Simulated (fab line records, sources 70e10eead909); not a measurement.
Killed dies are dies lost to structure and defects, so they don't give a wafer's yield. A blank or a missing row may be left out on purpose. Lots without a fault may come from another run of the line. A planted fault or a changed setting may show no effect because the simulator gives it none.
Which tool did it? | flow nand_harc | 14 lots, 42 wafers sampled, at 2 steps of a route of 1302

WHAT THE GAUGES READ, wafer by wafer
NHARC_P_BONDPAD_OVL_MEAS_38. Usual: overlay_x_nm 2 nm, standard deviation 5.5; overlay_y_nm 0 nm, standard deviation 5.1.
lot  | measured     | on         | overlay_x_nm (nm) | overlay_y_nm (nm) | flag
L831 | day 6 14:29  | overlay-02 | 8 7 7             | -5 -6 -5          |
L833 | day 7 12:02  | overlay-02 | 10 9 9            | 0 0 0             |
L834 | day 8 01:06  | overlay-01 | 4 4 4             | -7 -8 -7          |
L835 | day 8 04:55  | overlay-01 | 5 5 5             | 2 3 2             |
L836 | day 8 20:43  | overlay-02 | 7 7 8             | 3 2 3             |
L837 | day 8 22:00  | overlay-02 | -10 -9 -10        | 3 3 3             |
L839 | day 10 00:32 | overlay-02 | -2 -1 -1          | 0 0 0             |
L842 | day 11 07:19 | overlay-02 | -6 -6 -6          | 2 2 2             |
L844 | day 11 20:37 | overlay-02 | 4 4 4             | 7 7 6             |
L847 | day 13 10:16 | overlay-02 | 11 11 11          | 4 4 4             |
L849 | day 14 00:17 | overlay-01 | 7 7 7             | -9 -9 -9          |
L850 | day 14 14:44 | overlay-01 | -2 -2 -2          | 5 5 4             |
L851 | day 14 23:14 | overlay-02 | 7 7 7             | 8 8 9             |
L853 | day 15 21:58 | overlay-01 | 1 1 1             | -5 -5 -6          |

WHICH TOOL RAN EACH LOT (tool, then ch and the chambers of the sampled wafers, then the start)
lot  | NHARC_P_M2_PVD_20
L831 | pvd_sputter-03, day 6 14:29 or earlier
L833 | pvd_sputter-01, day 7 12:02 or earlier
L834 | pvd_sputter-01, day 8 01:06 or earlier
L835 | pvd_sputter-03, day 8 04:55 or earlier
L836 | pvd_sputter-02, day 8 20:43 or earlier
L837 | pvd_sputter-01, day 8 22:00 or earlier
L839 | pvd_sputter-02, day 10 00:32 or earlier
L842 | pvd_sputter-03, day 11 07:19 or earlier
L844 | pvd_sputter-03, day 11 20:37 or earlier
L847 | pvd_sputter-01, day 13 10:16 or earlier
L849 | pvd_sputter-02, day 14 00:17 or earlier
L850 | pvd_sputter-01, day 14 14:44 or earlier
L851 | pvd_sputter-01, day 14 23:14 or earlier
L853 | pvd_sputter-01, day 15 21:58 or earlier
- NHARC_P_M2_PVD_20: deposits TaN, target thk 5 nm, time 8.06 s.

WHAT THE TOOLS THEMSELVES READ (means of the sampled wafers that have a number; where no wafer has one, the mark that the record gives instead)
NHARC_P_M2_PVD_20. Usual: bias_v 168.3 V, standard deviation 1.5; throttle_valve_pct 30.0 %, standard deviation 1.1.
lot  | tool           | bias_v (V) | throttle_valve_pct (%) | flag
L831 | pvd_sputter-03 | 167.9      | 28.9                   |
L833 | pvd_sputter-01 | 168.4      | 30.7                   |
L834 | pvd_sputter-01 | 170.1      | 30.1                   |
L835 | pvd_sputter-03 | 168.8      | 28.9                   |
L836 | pvd_sputter-02 | 168.0      | 31.2                   |
L837 | pvd_sputter-01 | 168.1      | 30.9                   |
L839 | pvd_sputter-02 | 168.5      | 29.2                   |
L842 | pvd_sputter-03 | 169.2      | 30.1                   |
L844 | pvd_sputter-03 | 166.6      | 28.5                   |
L847 | pvd_sputter-01 | 168.7      | 29.8                   |
L849 | pvd_sputter-02 | 168.7      | 30.2                   |
L850 | pvd_sputter-01 | 167.8      | 29.4                   |
L851 | pvd_sputter-01 | 167.4      | 29.9                   |
L853 | pvd_sputter-01 | 167.7      | 30.0                   |

THE ANSWER, worked out from the rows above alone
Rule: a lot is off if the mean of its wafers that have a number lies more than 3 standard deviations from the usual mean. A lot without any number at a reading at which 4 lots or more have one is off too. The other lots that the step has rows for count as sound. The gauges are gone through in route order, then the tools' own readings, and for those a lot's mean is taken as printed above. The first step at which some lot is off is used, and at that step the reading that is off furthest; a lot without a number counts as furthest.
No lot is off at any reading shown: from this, nothing can be told.

WHAT THE SIMULATOR HAD PUT IN
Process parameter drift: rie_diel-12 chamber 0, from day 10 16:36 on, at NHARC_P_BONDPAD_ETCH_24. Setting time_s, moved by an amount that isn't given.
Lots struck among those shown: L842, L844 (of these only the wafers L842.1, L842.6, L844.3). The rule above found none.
